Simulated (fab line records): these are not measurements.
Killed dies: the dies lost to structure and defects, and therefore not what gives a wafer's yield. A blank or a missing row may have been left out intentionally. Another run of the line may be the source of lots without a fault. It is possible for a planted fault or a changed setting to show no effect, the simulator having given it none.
fab line records	flow nandHarc
record lots=24	wafers=72	lastDay=33
route steps=1302 shown P_M1@310 P_M2@328
lots untouched by any fault: they come from a run of this same line in which no faults occurred
startH: hours from the record's opening day to when the first of the lot's shown wafers began	waitH: how many hours have passed since the lot's step before this one	" same as the row above	L1.1+2: a single row standing in for several wafers	- either no value or no given start	* or withheld: withheld	< > ~ a bound
route shown NAME@n: NAME is a module with steps in the file, n the number in the route of the first one	usual: average and standard deviation across the fault-free wafers	same: alike in all rows	chamber/n: place in a boat	sites: per-site readings	_std_site: standard deviation of those values	_edge_site: outer sites' mean less inner sites'	radiusMm: how far each site lies from the wafer's centre	mask NAME#n: copy n	behind: the last tool/chamber to shape the wafer	hold: what put the lot on hold/how long, in hours/how the hold closed	device: the n, p or np transistor that did not switch	end of line: the same wafers' tests at the end of the route	where a step has no rows: the recipe by itself	killed: dies that structure and defects cost at the first sort, which is not the same as the wafer's yield	map: dies across one wafer; x = killed, . = not, _ = none there
set.NAME: the setting as run; set.NAME@STEP: as run at that earlier step	model.NAME: the simulator's own value behind a step, which no gauge read
a sample of lots followed through the steps of the route, with each step as a table and each wafer as a row
services: when a tool's chamber went out of use (startH, in hours from the record's first day, below 0 if earlier), for how many hours, and the reason
## steps
# step NHARC_P_M1_ANNEAL_31
# recipe tempC=225	timeS=90
# usual wafer_temp_C_max=225.88/0.28
lot.wafer	tool	chamber	startH	waitH	wafer_temp_C_max
L074.1	rtpAnneal-02	0	132.31	0.3	225.76
L074.5	"	0	"	"	225.64
L074.6	"	0	"	"	225.74
L075.1	rtpAnneal-02	0	140.22	-	225.53
L075.2	"	0	"	"	225.95
L075.5	"	0	"	"	226.00
L076.1	rtpAnneal-02	0	144.49	-	225.90
L076.3	"	0	"	"	225.91
L076.5	"	0	"	"	226.10
L077.1	rtpAnneal-02	0	163.17	-	225.92
L077.2	"	0	"	"	225.59
L077.6	"	0	"	"	226.00
L078.1	rtpAnneal-01	0	164.29	-	226.01
L078.2	"	0	"	"	225.94
L078.4	"	0	"	"	225.96
L079.2	rtpAnneal-02	0	181.89	0.4	225.24
L079.3	"	0	"	"	225.74
L079.4	"	0	"	"	225.75
L080.2	rtpAnneal-02	0	187.25	-	225.42
L080.4	"	0	"	"	225.69
L080.5	"	0	"	"	225.67
L081.3	rtpAnneal-01	0	197.55	-	226.03
L081.4	"	0	"	"	225.72
L081.6	"	0	"	"	225.45
L082.2	rtpAnneal-02	0	205.23	0.4	225.98
L082.5	"	0	"	"	225.79
L082.6	"	0	"	"	225.85
L083.1	rtpAnneal-02	0	222.98	0.3	225.75
L083.5	"	0	"	"	225.85
L083.6	"	0	"	"	225.83
L084.1	rtpAnneal-01	0	229.89	0.3	225.85
L084.4	"	0	"	"	225.88
L084.6	"	0	"	"	225.66
L085.2	rtpAnneal-01	0	239.10	-	226.08
L085.3	"	0	"	"	225.93
L085.5	"	0	"	"	226.31
L086.1	rtpAnneal-02	0	244.60	-	225.63
L086.2	"	0	"	"	225.57
L086.3	"	0	"	"	225.93
L087.3	rtpAnneal-02	0	268.15	-	225.74
L087.4	"	0	"	"	225.56
L087.6	"	0	"	"	226.13
L088.1	rtpAnneal-01	0	269.67	-	225.65
L088.3	"	0	"	"	225.72
L088.6	"	0	"	"	225.83
L089.1	rtpAnneal-01	0	273.33	-	226.21
L089.4	"	0	"	"	226.17
L089.6	"	0	"	"	225.76
L090.1	rtpAnneal-02	0	288.74	-	225.73
L090.3	"	0	"	"	225.69
L090.6	"	0	"	"	225.69
L091.1	rtpAnneal-01	0	294.08	0.3	225.82
L091.5	"	0	"	"	225.96
L091.6	"	0	"	"	226.21
L092.1	rtpAnneal-02	0	311.26	-	226.11
L092.3	"	0	"	"	225.63
L092.4	"	0	"	"	225.98
L093.2	rtpAnneal-01	0	311.51	-	226.14
L093.3	"	0	"	"	226.62
L093.6	"	0	"	"	226.31
L094.3	rtpAnneal-02	0	332.33	-	225.72
L094.4	"	0	"	"	225.46
L094.6	"	0	"	"	225.48
L095.2	rtpAnneal-02	0	335.71	0.4	226.06
L095.3	"	0	"	"	225.63
L095.6	"	0	"	"	225.87
L096.3	rtpAnneal-01	0	348.94	-	226.69
L096.4	"	0	"	"	226.26
L096.6	"	0	"	"	226.39
L097.1	rtpAnneal-01	0	364.73	-	226.14
L097.3	"	0	"	"	226.03
L097.6	"	0	"	"	226.41
# step NHARC_P_M2_CD_MEAS_09
# recipe targetCdNm=170	landingEnergyEv=500
# usual cdNm=169.5/0.83
lot.wafer	tool	chamber	startH	waitH	cdNm
L074.1	cdSem-02	0	134.65	-	170.8
L074.5	"	0	"	"	169.2
L074.6	"	0	"	"	170.3
L075.1	cdSem-01	0	142.42	-	168.3
L075.2	"	0	"	"	170.4
L075.5	"	0	"	"	167.5
L076.1	cdSem-03	0	146.71	-	168.8
L076.3	"	0	"	"	168.7
L076.5	"	0	"	"	168.2
L077.1	cdSem-03	0	165.54	-	171.0
L077.2	"	0	"	"	169.9
L077.6	"	0	"	"	170.1
L078.1	cdSem-03	0	166.66	-	169.7
L078.2	"	0	"	"	167.3
L078.4	"	0	"	"	169.3
L079.2	cdSem-03	0	184.04	-	168.0
L079.3	"	0	"	"	168.9
L079.4	"	0	"	"	169.1
L080.2	cdSem-01	0	189.41	-	170.8
L080.4	"	0	"	"	169.7
L080.5	"	0	"	"	168.3
L081.3	cdSem-02	0	199.79	-	168.3
L081.4	"	0	"	"	169.4
L081.6	"	0	"	"	170.0
L082.2	cdSem-01	0	207.40	-	169.6
L082.5	"	0	"	"	169.9
L082.6	"	0	"	"	170.4
L083.1	cdSem-03	0	225.06	-	169.5
L083.5	"	0	"	"	169.8
L083.6	"	0	"	"	170.0
L084.1	cdSem-03	0	231.97	-	167.4
L084.4	"	0	"	"	169.7
L084.6	"	0	"	"	169.7
L085.2	cdSem-02	0	241.26	-	168.9
L085.3	"	0	"	"	169.9
L085.5	"	0	"	"	169.6
L086.1	cdSem-03	0	246.80	-	168.5
L086.2	"	0	"	"	169.5
L086.3	"	0	"	"	169.6
L087.3	cdSem-02	0	270.27	-	168.8
L087.4	"	0	"	"	170.0
L087.6	"	0	"	"	169.7
L088.1	cdSem-01	0	272.12	-	170.3
L088.3	"	0	"	"	169.6
L088.6	"	0	"	"	169.2
L089.1	cdSem-03	0	275.53	-	167.5
L089.4	"	0	"	"	170.1
L089.6	"	0	"	"	169.6
L090.1	cdSem-03	0	290.95	-	170.0
L090.3	"	0	"	"	168.9
L090.6	"	0	"	"	168.1
L091.1	cdSem-02	0	296.29	-	169.7
L091.5	"	0	"	"	169.9
L091.6	"	0	"	"	170.8
L092.1	cdSem-02	0	313.44	-	170.4
L092.3	"	0	"	"	170.1
L092.4	"	0	"	"	170.4
L093.2	cdSem-01	0	313.64	-	170.1
L093.3	"	0	"	"	169.4
L093.6	"	0	"	"	168.8
L094.3	cdSem-02	0	334.30	-	169.3
L094.4	"	0	"	"	168.9
L094.6	"	0	"	"	168.6
L095.2	cdSem-02	0	337.87	-	169.8
L095.3	"	0	"	"	170.8
L095.6	"	0	"	"	170.8
L096.3	cdSem-03	0	351.06	-	170.4
L096.4	"	0	"	"	168.8
L096.6	"	0	"	"	170.6
L097.1	cdSem-02	0	366.94	-	167.6
L097.3	"	0	"	"	169.1
L097.6	"	0	"	"	169.7
# step NHARC_P_M2_ETCH_35
# recipe targetDepthA=400	overetchA=120	timeS=43.94	ionEnergyEv=200	n2FlowSccm=150	h2FlowSccm=150	arFlowSccm=0	rfW=400	biasW=150	chemistry=N2/H2
# usual drypumpMotorCurrentA=5.4/0.48	n2FlowSccm=150.0/0.43	oesProductAu=0.997/0.012	rfVppV=431.5/2.7	showerheadPlenumPTorr=2.07/0.098	throttleValvePct=14.171/0.0099
lot.wafer	tool	chamber	startH	waitH	drypumpMotorCurrentA	n2FlowSccm	oesProductAu	rfHoursCounterH	rfVppV	showerheadPlenumPTorr	throttleValvePct
L074.1	rieDiel-13	0	134.92	0.1	5.7	149.8	1.008	9	434.0	2.18	14.164
L074.5	"	0	"	"	5.7	150.3	1.012	-	433.9	2.18	14.174
L074.6	"	1	"	"	5.8	149.3	1.000	-	428.2	1.95	14.188
L075.2	rieDiel-01	3	142.69	0.1	4.8	151.1	0.999	6	433.4	2.15	14.167
L075.1	"	2	"	"	6.0	150.9	0.998	7	433.9	2.16	14.182
L075.5	"	0	"	"	4.9	149.6	0.990	-	431.0	2.01	14.169
L076.3	rieDiel-01	0	146.99	0.1	5.0	149.6	1.011	7	430.9	2.01	14.178
L076.1	"	1	"	"	5.7	150.7	1.001	7	427.8	1.95	14.162
L076.5	"	0	"	"	5.0	149.5	1.002	-	430.4	2.01	14.164
L077.2	rieDiel-09	2	165.82	0.1	6.0	149.8	1.006	0	426.6	1.92	14.186
L077.1	"	0	"	"	4.9	150.2	1.004	0	430.8	2.08	14.175
L077.6	"	1	"	"	6.1	149.9	0.999	-	431.9	2.08	14.172
L078.2	rieDiel-09	1	166.94	0.1	6.1	150.4	1.015	0	429.6	2.08	14.159
L078.1	"	2	"	"	6.0	150.4	1.014	0	428.0	1.92	14.163
L078.4	"	3	"	"	6.1	149.8	1.019	0	434.5	2.16	14.173
L079.3	rieDiel-09	0	184.32	0.1	4.9	149.8	1.016	1	430.7	2.08	14.164
L079.4	"	1	"	"	6.1	149.8	1.013	1	430.8	2.08	14.184
L079.2	"	2	"	"	6.0	150.2	1.026	1	426.2	1.92	14.169
L080.4	rieDiel-01	3	189.69	0.1	4.8	150.8	1.006	8	433.2	2.15	14.169
L080.2	"	0	"	"	4.9	150.2	1.005	8	430.0	2.01	14.176
L080.5	"	2	"	"	5.9	149.3	0.994	-	432.7	2.16	14.177
L081.4	rieDiel-13	3	200.06	0.1	5.1	150.0	1.007	1	429.4	1.97	14.165
L081.3	"	0	"	"	5.7	149.7	0.974	1	433.2	2.18	14.169
L081.6	"	2	"	"	5.2	149.5	0.979	-	435.0	2.20	14.172
L082.2	rieDiel-13	2	207.68	0.1	5.2	150.9	0.994	2	433.1	2.20	14.170
L082.6	"	0	"	"	5.7	149.9	0.986	-	433.9	2.18	14.173
L082.5	"	1	"	"	5.8	149.9	0.991	-	430.4	1.95	14.157
L083.1	rieDiel-01	1	225.35	0.1	5.7	150.6	1.006	0	428.0	1.95	14.168
L083.6	"	2	"	"	6.0	149.0	0.988	-	433.6	2.16	14.169
L083.5	"	3	"	"	4.8	149.7	0.985	-	432.7	2.15	14.171
L084.1	rieDiel-01	1	232.25	0.1	5.7	150.2	1.001	1	429.3	1.95	14.165
L084.4	"	3	"	"	4.8	149.8	1.001	1	434.6	2.15	14.171
L084.6	"	0	"	"	5.0	149.8	0.989	-	432.6	2.01	14.179
L085.3	rieDiel-13	0	241.53	0.1	5.7	150.3	0.991	4	433.4	2.18	14.173
L085.2	"	1	"	"	5.8	150.6	0.979	4	428.4	1.95	14.183
L085.5	"	0	"	"	5.7	149.7	0.992	-	435.2	2.18	14.154
L086.1	rieDiel-09	2	247.08	0.1	6.0	150.1	1.019	5	428.1	1.91	14.151
L086.2	"	3	"	"	6.1	149.9	1.011	5	433.0	2.16	14.170
L086.3	"	0	"	"	4.8	150.0	1.001	5	431.8	2.08	14.177
L087.3	rieDiel-01	3	270.54	0.1	4.8	149.5	0.989	2	432.4	2.15	14.176
L087.4	"	0	"	"	4.9	150.1	1.007	2	427.6	2.01	14.171
L087.6	"	2	"	"	5.9	149.8	0.985	-	433.6	2.16	14.157
L088.1	rieDiel-01	3	272.39	0.1	4.8	149.9	0.988	2	432.9	2.15	14.158
L088.3	"	1	"	"	5.8	150.2	1.000	2	427.8	1.95	14.174
L088.6	"	3	"	"	4.8	150.1	0.989	-	434.8	2.15	14.179
L089.4	rieDiel-01	0	275.81	0.1	5.0	150.2	0.997	3	430.1	2.01	14.161
L089.1	"	2	"	"	5.9	150.2	0.994	3	431.9	2.16	14.163
L089.6	"	0	"	"	4.9	149.8	1.008	-	428.5	2.01	14.165
L090.1	rieDiel-13	1	291.23	0.1	5.8	149.9	0.972	8	427.7	1.95	14.169
L090.3	"	2	"	"	5.2	150.3	0.992	8	436.3	2.20	14.153
L090.6	"	3	"	"	5.1	150.1	0.993	-	427.2	1.97	14.200
L091.1	rieDiel-01	3	296.57	0.1	4.8	150.0	0.985	5	433.4	2.15	14.167
L091.5	"	2	"	"	5.9	150.2	0.999	-	433.4	2.15	14.177
L091.6	"	3	"	"	4.8	149.6	0.986	-	433.9	2.15	14.179
L092.1	rieDiel-01	2	313.73	0.1	5.9	149.0	0.994	6	434.3	2.15	14.177
L092.3	"	0	"	"	5.0	149.9	0.990	5	431.3	2.01	14.182
L092.4	"	0	"	"	4.9	148.7	1.001	-	430.4	2.01	14.151
L093.2	rieDiel-13	0	313.93	0.1	5.7	150.4	0.993	9	433.8	2.18	14.179
L093.3	"	1	"	"	5.8	150.0	0.970	10	428.5	1.95	14.178
L093.6	"	2	"	"	5.2	149.4	0.987	-	435.2	2.20	14.177
L094.3	rieDiel-09	0	334.59	0.1	4.8	150.0	0.992	0	431.7	2.08	14.184
L094.6	"	3	"	"	6.1	150.0	1.031	-	433.0	2.16	14.149
L094.4	"	2	"	"	6.0	150.0	0.991	-	427.1	1.91	14.172
L095.3	rieDiel-01	3	338.15	0.1	4.8	150.1	0.994	8	432.9	2.15	14.179
L095.2	"	2	"	"	5.9	150.2	0.991	7	431.2	2.15	14.166
L095.6	"	2	"	"	5.9	149.4	0.989	-	433.8	2.15	14.169
L096.4	rieDiel-13	3	351.32	0.1	5.1	150.6	0.998	0	426.4	1.97	14.183
L096.3	"	1	"	"	5.8	150.0	0.985	0	427.8	1.95	14.170
L096.6	"	0	"	"	5.7	149.7	0.981	-	432.7	2.17	14.176
L097.3	rieDiel-13	2	367.21	0.1	5.2	149.9	0.984	2	434.8	2.20	14.161
L097.1	"	0	"	"	5.7	149.8	0.987	3	434.8	2.17	14.181
L097.6	"	3	"	"	5.1	149.6	1.008	-	430.0	1.97	14.173
# step NHARC_P_M2_STRIP_18
# recipe powerW=1000	n2FlowSccm=150	h2FlowSccm=150	arFlowSccm=0	biasW=0	chemistry=N2/H2
# usual drypumpMotorCurrentA=5.4/0.48	n2FlowSccm=150.1/0.44	oesProductAu=0.997/0.012	rfVppV=91.0/0.97	showerheadPlenumPTorr=2.08/0.096	throttleValvePct=14.172/0.0088
lot.wafer	tool	chamber	startH	waitH	drypumpMotorCurrentA	n2FlowSccm	oesProductAu	rfHoursCounterH	rfVppV	showerheadPlenumPTorr	throttleValvePct
L074.1	rieDiel-01	3	135.21	0.1	4.8	150.3	1.005	6	92.4	2.15	14.161
L074.6	"	3	"	"	4.8	149.8	1.008	-	92.7	2.15	14.177
L074.5	"	0	"	"	4.9	150.4	1.009	-	89.5	2.01	14.161
L075.1	rieDiel-01	3	142.98	0.1	4.8	149.5	1.004	6	92.5	2.15	14.191
L075.2	"	0	"	"	4.9	149.3	0.995	7	90.8	2.01	14.188
L075.5	"	3	"	"	4.8	149.7	1.002	-	91.3	2.15	14.165
L076.3	rieDiel-01	0	147.28	0.1	4.9	150.2	1.018	7	92.9	2.01	14.177
L076.1	"	3	"	"	4.8	150.2	1.008	7	91.3	2.15	14.160
L076.5	"	0	"	"	4.9	150.6	1.009	-	90.5	2.01	14.173
L077.1	rieDiel-01	3	166.13	0.1	4.8	150.6	1.002	7	91.8	2.15	14.167
L077.2	"	0	"	"	4.9	149.5	1.011	7	90.9	2.01	14.174
L077.6	"	2	"	"	5.9	149.3	1.000	-	91.1	2.16	14.171
L078.1	rieDiel-01	2	167.23	0.1	5.9	149.3	0.993	8	90.7	2.16	14.165
L078.4	"	3	"	"	4.8	149.9	1.012	7	90.8	2.15	14.173
L078.2	"	0	"	"	5.0	150.0	0.999	7	91.1	2.01	14.174
L079.3	rieDiel-13	1	184.61	0.1	5.8	149.9	0.983	0	88.8	1.95	14.158
L079.4	"	2	"	"	5.2	150.2	0.997	0	92.1	2.21	14.166
L079.2	"	3	"	"	5.1	149.4	1.009	0	91.0	1.97	14.193
L080.2	rieDiel-13	1	189.97	0.1	5.8	150.1	0.982	0	90.2	1.95	14.176
L080.4	"	2	"	"	5.2	150.4	0.992	0	91.7	2.21	14.164
L080.5	"	1	"	"	5.8	150.3	0.980	-	89.9	1.95	14.182
L081.4	rieDiel-01	0	200.37	0.1	5.0	149.5	1.014	8	90.0	2.01	14.178
L081.3	"	2	"	"	5.9	149.3	0.988	8	90.8	2.16	14.168
L081.6	"	0	"	"	4.9	149.7	1.014	-	91.4	2.01	14.178
L082.2	rieDiel-13	0	208.16	0.3	5.7	149.9	0.985	1	91.8	2.18	14.169
L082.5	"	2	"	"	5.2	149.8	0.994	-	91.0	2.20	14.175
L082.6	"	3	"	"	5.0	149.6	1.009	-	91.6	1.97	14.175
L083.1	rieDiel-01	3	225.63	0.1	4.8	150.1	0.984	0	90.9	2.15	14.163
L083.5	"	3	"	"	4.8	150.0	0.990	-	92.5	2.15	14.174
L083.6	"	0	"	"	4.9	150.2	0.982	-	90.1	2.01	14.185
L084.4	rieDiel-09	2	232.59	0.1	6.0	149.4	1.011	5	90.0	1.91	14.163
L084.1	"	3	"	"	6.1	149.4	1.018	5	90.3	2.16	14.155
L084.6	"	1	"	"	6.1	150.0	1.003	-	92.0	2.07	14.168
L085.2	rieDiel-09	3	241.83	0.1	6.1	150.1	1.020	5	92.9	2.16	14.169
L085.3	"	0	"	"	4.9	150.4	1.001	5	91.4	2.08	14.180
L085.5	"	0	"	"	4.9	150.7	0.997	-	90.9	2.08	14.174
L086.3	rieDiel-01	1	247.37	0.1	5.7	150.5	0.995	2	89.6	1.95	14.171
L086.2	"	2	"	"	5.9	150.1	0.993	2	92.4	2.16	14.165
L086.1	"	3	"	"	4.8	150.7	0.991	1	91.0	2.15	14.182
L087.4	rieDiel-13	2	270.87	0.1	5.2	149.7	0.989	6	91.4	2.20	14.180
L087.3	"	3	"	"	5.0	150.1	0.995	6	90.7	1.97	14.172
L087.6	"	1	"	"	5.8	150.0	0.973	-	90.5	1.95	14.162
L088.3	rieDiel-01	3	272.69	0.1	4.8	149.8	1.004	2	91.6	2.15	14.181
L088.1	"	1	"	"	5.7	150.6	1.011	2	90.7	1.95	14.165
L088.6	"	3	"	"	4.8	150.1	0.993	-	92.1	2.15	14.182
L089.1	rieDiel-13	2	276.13	0.1	5.2	150.3	0.996	7	91.2	2.20	14.184
L089.4	"	3	"	"	5.0	150.7	0.994	6	90.1	1.97	14.165
L089.6	"	2	"	"	5.2	150.7	0.998	-	91.9	2.20	14.163
L090.3	rieDiel-01	1	291.51	0.1	5.7	150.8	1.017	4	88.8	1.95	14.183
L090.1	"	2	"	"	5.9	149.6	0.995	4	91.2	2.15	14.167
L090.6	"	2	"	"	5.9	149.1	0.989	-	90.7	2.15	14.170
L091.1	rieDiel-13	1	296.88	0.1	5.8	150.7	0.982	9	90.7	1.95	14.159
L091.5	"	0	"	"	5.7	149.6	0.989	-	91.3	2.18	14.192
L091.6	"	1	"	"	5.8	150.4	0.980	-	90.9	1.95	14.177
L092.1	rieDiel-01	0	314.06	0.1	4.9	150.5	0.993	5	89.8	2.01	14.166
L092.3	"	3	"	"	4.8	150.0	0.988	6	92.0	2.15	14.176
L092.4	"	2	"	"	5.9	150.3	0.994	-	90.4	2.15	14.179
L093.2	rieDiel-13	0	314.25	0.1	5.7	150.3	0.999	9	91.7	2.18	14.183
L093.3	"	1	"	"	5.8	150.0	0.965	10	91.9	1.95	14.170
L093.6	"	2	"	"	5.2	149.3	0.990	-	90.7	2.20	14.187
L094.3	rieDiel-13	0	334.92	0.1	5.7	150.2	0.991	11	91.8	2.18	14.171
L094.4	"	1	"	"	5.8	150.3	0.985	12	89.6	1.95	14.165
L094.6	"	3	"	"	5.0	150.4	0.992	-	90.1	1.97	14.181
L095.2	rieDiel-09	2	338.53	0.1	6.0	149.2	0.975	0	91.8	1.91	14.174
L095.3	"	3	"	"	6.1	150.7	1.016	0	92.3	2.16	14.157
L095.6	"	0	"	"	4.8	150.3	0.998	-	89.1	2.08	14.172
L096.3	rieDiel-01	2	351.65	0.1	5.9	150.1	0.987	9	92.6	2.15	14.169
L096.6	"	0	"	"	4.9	150.6	0.994	-	90.7	2.01	14.180
L096.4	"	3	"	"	4.8	150.2	0.982	-	91.5	2.15	14.165
L097.3	rieDiel-09	0	367.53	0.1	4.9	150.6	1.010	2	92.5	2.08	14.168
L097.1	"	2	"	"	6.0	150.2	0.988	2	90.0	1.91	14.172
L097.6	"	0	"	"	4.8	149.9	1.006	-	91.2	2.08	14.168
# step NHARC_P_M2_DEGAS_29
# recipe tempC=250	timeS=60
# usual heaterPowerW=332/26
lot.wafer	tool	chamber	startH	waitH	heaterPowerW
L074.1	pvdSputter-02	-	135.90	-	297
L074.5	"	-	"	"	354
L074.6	"	-	"	"	332
L075.2	pvdSputter-02	-	143.63	-	361
L075.1	"	-	"	"	298
L075.5	"	-	"	"	337
L076.3	pvdSputter-02	-	147.91	-	303
L076.1	"	-	"	"	340
L076.5	"	-	"	"	303
L077.1	pvdSputter-01	-	166.75	-	336
L077.2	"	-	"	"	380
L077.6	"	-	"	"	288
L078.2	pvdSputter-02	-	167.89	-	296
L078.1	"	-	"	"	362
L078.4	"	-	"	"	338
L079.2	pvdSputter-02	-	185.27	-	308
L079.4	"	-	"	"	365
L079.3	"	-	"	"	341
L080.4	pvdSputter-02	-	190.61	-	365
L080.2	"	-	"	"	347
L080.5	"	-	"	"	348
L081.3	pvdSputter-01	-	200.99	-	283
L081.4	"	-	"	"	336
L081.6	"	-	"	"	343
L082.2	pvdSputter-01	-	208.77	-	335
L082.6	"	-	"	"	367
L082.5	"	-	"	"	330
L083.1	pvdSputter-03	-	226.28	-	343
L083.6	"	-	"	"	326
L083.5	"	-	"	"	368
L084.1	pvdSputter-02	-	233.18	-	351
L084.4	"	-	"	"	292
L084.6	"	-	"	"	346
L085.3	pvdSputter-02	-	242.50	-	309
L085.2	"	-	"	"	310
L085.5	"	-	"	"	362
L086.3	pvdSputter-01	-	248.05	-	318
L086.2	"	-	"	"	322
L086.1	"	-	"	"	366
L087.3	pvdSputter-01	-	271.55	-	323
L087.4	"	-	"	"	291
L087.6	"	-	"	"	354
L088.3	pvdSputter-01	-	273.44	-	281
L088.1	"	-	"	"	366
L088.6	"	-	"	"	282
L089.1	pvdSputter-03	-	276.74	-	368
L089.4	"	-	"	"	348
L089.6	"	-	"	"	343
L090.1	pvdSputter-01	-	292.15	-	311
L090.3	"	-	"	"	291
L090.6	"	-	"	"	306
L091.1	pvdSputter-03	-	297.50	-	370
L091.5	"	-	"	"	370
L091.6	"	-	"	"	347
L092.3	pvdSputter-03	-	314.77	-	366
L092.1	"	-	"	"	338
L092.4	"	-	"	"	353
L093.3	pvdSputter-02	-	314.95	-	336
L093.2	"	-	"	"	296
L093.6	"	-	"	"	341
L094.3	pvdSputter-01	-	335.55	-	324
L094.4	"	-	"	"	287
L094.6	"	-	"	"	358
L095.3	pvdSputter-03	-	339.12	-	340
L095.2	"	-	"	"	326
L095.6	"	-	"	"	361
L096.4	pvdSputter-02	-	352.34	-	338
L096.3	"	-	"	"	346
L096.6	"	-	"	"	313
L097.3	pvdSputter-02	-	368.15	-	340
L097.1	"	-	"	"	339
L097.6	"	-	"	"	303
# step NHARC_P_M2_THK_MEAS_24
# recipe thkMeasGauge=xrf
# usual thkNm=143.8/1.8
lot.wafer	tool	chamber	startH	waitH	thkNm
L074.1	filmMetro-02	-	137.28	-	145.6
L074.5	"	-	"	"	143.8
L074.6	"	-	"	"	144.6
L075.1	filmMetro-02	-	145.02	-	143.5
L075.2	"	-	"	"	145.1
L075.5	"	-	"	"	141.0
L076.1	filmMetro-02	-	149.32	-	143.4
L076.3	"	-	"	"	142.6
L076.5	"	-	"	"	143.7
L077.1	filmMetro-02	-	168.35	-	143.5
L077.2	"	-	"	"	145.9
L077.6	"	-	"	"	144.3
L078.1	filmMetro-01	-	169.28	-	142.2
L078.2	"	-	"	"	142.0
L078.4	"	-	"	"	144.1
L079.2	filmMetro-01	-	186.71	-	146.9
L079.3	"	-	"	"	141.7
L079.4	"	-	"	"	144.2
L080.2	filmMetro-02	-	194.23	-	140.2
L080.4	"	-	"	"	142.9
L080.5	"	-	"	"	143.4
L081.3	filmMetro-01	-	202.42	-	142.5
L081.4	"	-	"	"	146.7
L081.6	"	-	"	"	143.1
L082.2	filmMetro-02	-	210.17	-	143.8
L082.5	"	-	"	"	141.0
L082.6	"	-	"	"	143.7
L083.1	filmMetro-02	-	227.81	-	144.6
L083.5	"	-	"	"	139.7
L083.6	"	-	"	"	146.8
L084.1	filmMetro-01	-	234.58	-	146.0
L084.4	"	-	"	"	145.2
L084.6	"	-	"	"	141.2
L085.2	filmMetro-01	-	243.87	-	147.6
L085.3	"	-	"	"	145.8
L085.5	"	-	"	"	143.9
L086.1	filmMetro-02	-	249.44	-	142.5
L086.2	"	-	"	"	142.6
L086.3	"	-	"	"	141.8
L087.3	filmMetro-02	-	272.94	-	144.2
L087.4	"	-	"	"	144.1
L087.6	"	-	"	"	145.5
L088.1	filmMetro-02	-	274.83	-	143.9
L088.3	"	-	"	"	142.2
L088.6	"	-	"	"	145.8
L089.1	filmMetro-02	-	278.13	-	146.6
L089.4	"	-	"	"	145.4
L089.6	"	-	"	"	144.1
L090.1	filmMetro-01	-	293.55	-	143.3
L090.3	"	-	"	"	147.1
L090.6	"	-	"	"	143.8
L091.1	filmMetro-01	-	298.89	-	143.3
L091.5	"	-	"	"	141.7
L091.6	"	-	"	"	144.1
L092.1	filmMetro-01	-	316.15	-	141.9
L092.3	"	-	"	"	144.0
L092.4	"	-	"	"	147.2
L093.2	filmMetro-02	-	316.35	-	144.2
L093.3	"	-	"	"	144.1
L093.6	"	-	"	"	142.4
L094.3	filmMetro-02	-	336.93	-	144.7
L094.4	"	-	"	"	145.4
L094.6	"	-	"	"	143.8
L095.2	filmMetro-02	-	340.51	-	141.7
L095.3	"	-	"	"	146.9
L095.6	"	-	"	"	144.0
L096.3	filmMetro-02	-	353.81	-	143.1
L096.4	"	-	"	"	143.8
L096.6	"	-	"	"	143.7
L097.1	filmMetro-02	-	369.57	-	142.3
L097.3	"	-	"	"	143.1
L097.6	"	-	"	"	145.8
## services
tool	chamber	startH	hours	kind
pvdSputter-01	-	108.51	5.8	repair
pvdSputter-02	-	122.23	10.0	pm
rieDiel-09	-	143.10	9.0	pm
pvdSputter-03	-	146.82	1.5	repair
rieDiel-09	3	154.89	8.6	repair
rieDiel-13	-	165.00	9.0	pm
rieDiel-09	3	200.05	2.7	repair
rieDiel-13	-	203.11	0.3	repair
rieDiel-01	-	203.80	9.0	pm
pvdSputter-01	-	226.03	10.0	pm
rieDiel-01	1	256.12	4.8	repair
rieDiel-13	3	298.39	30.6	repair
rieDiel-09	2	299.62	4.5	repair
pvdSputter-02	-	300.23	10.0	pm
rieDiel-01	1	302.54	98.0	repair
rieDiel-09	2	311.19	16.1	repair
pvdSputter-01	-	314.73	1.0	repair
rieDiel-09	-	320.10	9.0	pm
pvdSputter-02	-	320.66	2.5	repair
pvdSputter-01	-	321.14	2.1	repair
pvdSputter-01	-	329.18	1.4	repair
rieDiel-09	1	329.92	8.1	repair
rieDiel-13	-	342.00	9.0	pm
rieDiel-01	3	361.98	1.3	repair
## key
fault none
